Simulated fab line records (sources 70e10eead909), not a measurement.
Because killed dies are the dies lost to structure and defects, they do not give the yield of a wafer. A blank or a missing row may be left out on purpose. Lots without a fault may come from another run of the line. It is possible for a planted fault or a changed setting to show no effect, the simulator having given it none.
Matching of chambers + flow nand-harc + NHARC_P_GATE_DESCUM_48 on rie-diel-11 has 4 sister chambers
The step chemistry O2, time 3 s. 8 wafers are shown with their chamber, then 8 later ones without.

WAFERS, EACH WITH ITS CHAMBER
| wafer  | chamber | showerhead-plenum-p-Torr (Torr) | oes-product-au (a.u.) |
|--------|---------|---------------------------------|-----------------------|
| L074.6 | 1       | 1.83                            | 0.996                 |
| L082.1 | 0       | 1.92                            | 1.016                 |
| L082.2 | 3       | 1.91                            | 0.979                 |
| L082.4 | 2       | 1.99                            | 0.997                 |
| L086.3 | 0       | 1.92                            | 1.011                 |
| L086.4 | 1       | 1.82                            | 0.997                 |
| L086.5 | 3       | 1.90                            | 0.999                 |
| L090.1 | 2       | 1.98                            | 0.991                 |

WAFERS WITHOUT THEIR CHAMBER
| wafer  | showerhead-plenum-p-Torr (Torr) | oes-product-au (a.u.) |
|--------|---------------------------------|-----------------------|
| L090.5 | 1.90                            | 1.000                 |
| L090.6 | 1.92                            | 1.007                 |
| L091.1 | 1.92                            | 1.008                 |
| L091.4 | 1.82                            | 1.007                 |
| L091.5 | 1.90                            | 0.992                 |
| L095.1 | 1.98                            | 1.012                 |
| L095.4 | 1.82                            | 1.003                 |
| L095.5 | 1.98                            | 1.002                 |

EACH ONE'S CHAMBER
| wafer  | from the rows above | in truth |
|--------|---------------------|----------|
| L090.5 | 3                   | 3        |
| L090.6 | 0                   | 0        |
| L091.1 | 0                   | 0        |
| L091.4 | 1                   | 1        |
| L091.5 | 3                   | 3        |
| L095.1 | 2                   | 2        |
| L095.4 | 1                   | 1        |
| L095.5 | 2                   | 2        |
Correctly placed: 8 of 8. Left unplaced by these rows: 0. Placed wrongly: 0.
How it was worked out, from the rows above alone: a wafer's distance from a chamber is the root of the sum, over the readings, of the square of ((its reading less the chamber's mean) divided by the reading's scatter). If the next closest chamber is less than 2 further off than the closest, the wafer can't be placed; otherwise it belongs to the closest. For every chamber, the mean is computed from those of its wafers that are shown. The scatter is the square root of a quotient: the sum, over the shown wafers, of each reading's squared deviation from its chamber's mean, divided by wafers minus chambers.
